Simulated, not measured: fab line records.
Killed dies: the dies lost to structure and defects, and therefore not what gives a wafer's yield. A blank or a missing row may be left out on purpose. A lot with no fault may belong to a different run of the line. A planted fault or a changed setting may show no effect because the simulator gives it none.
Comparing a struck lot with a sound one	flow nand-harc	14 steps out of a route of 1302
Sound: these wafers, L805.1, L805.3, L805.6. Wafers L822.2, L822.3, L822.5 were the ones struck. Last of all comes the cause.
Each step with rows lists, per side, the tool, then ch with its chambers, then its first start. Under that, the readings that differ: sound wafers	struck wafers	difference of the means	sigmas: that difference in standard deviations of wafers without a fault.
alike: readings whose means differ by less than 2 such deviations, and words and numbers that are the same on both sides. not compared: withheld readings, readings that some wafer has no value for, bounds like >300 that may hide the same value, and numbers for which the record gives no deviation and whose values overlap.
The two part at a step that has a row with sigmas, a row that says differs or no value, or rows on one side only. Numbers that have no deviation but don't overlap get no sigmas and don't part them. Lack of a reading on every wafer of one side parts them only where that side has two or more wafers.

first, 1 step without rows for these wafers: NHARC_A_CONTACT_STRIP_27 (strips in post etch residue remover, time 600 s).
NHARC_A_CONTACT_ALD_18: deposits TiN, target thk 3 nm, pulse time 1 s, ald cycles 150.
  sound on ald-metal-02 ch 0,2, day 24 17:47; struck on ald-metal-04 ch 0,2, day 31 06:32
  alike: heater-power-w, precursor-pulse-height-rel
NHARC_A_CONTACT_CVD_19: deposits W, target thk 300 nm, time 802 s.
  sound on cvd-w-02 ch 0; struck on cvd-w-01 ch 0,1
  alike: heater-power-w, mfc-h2-sccm, throttle-valve-pct
NHARC_A_CONTACT_CMP_20: polishes, t overpolish 30 s, target thk 300 nm.
  sound on cmp-03 ch 0,2,3, day 24 18:53; struck on cmp-01 ch 0,1,2, day 31 07:38
  alike: motor-current-A, overpolish-run-s, retaining-ring-pressure-frac, time-to-endpoint-s
following that, these wafers have no rows for 1 step: NHARC_A_CONTACT_SRD_22.
NHARC_A_CONTACT_INSPECT_23:
  sound: defect-inspect-01 at day 24 19:16; struck: defect-inspect-01 at day 31 08:02
  alike: raw-defect-count
then, 5 steps without rows for these wafers: NHARC_A_BLC_DEHYDRATE_00 (time 120 s); NHARC_A_BLC_HMDS_01 (time 30 s); NHARC_A_BLC_COAT_02 (time 75 s); NHARC_A_BLC_COAT_03 (time 65 s); NHARC_A_BLC_COAT_04 (resist thk 90 nm).
NHARC_A_BLC_SOFTBAKE_05: time 55 s.
  sound on litho-track-06 ch 0, day 24 19:00; struck on litho-track-06 ch 0, day 31 08:00
reading	sound	struck	difference	sigmas
heater-power-total-W (W)	188.76 188.32 188.37	295.68 295.81 295.52	+107.19	+99 or more
following that, these wafers have no rows for 1 step: NHARC_A_BLC_EBR_06.
NHARC_END_SORT_01:
  the record has rows for the sound wafers here (prober-02 ch 0, day 26 14:36) and none for the struck ones

WHERE THEY PART
Earliest at NHARC_A_BLC_SOFTBAKE_05; latest, in this record, at NHARC_END_SORT_01.

WHY: what had been put in by the simulator
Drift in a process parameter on litho-track-06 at NHARC_A_BLC_SOFTBAKE_05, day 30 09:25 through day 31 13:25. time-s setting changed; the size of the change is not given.
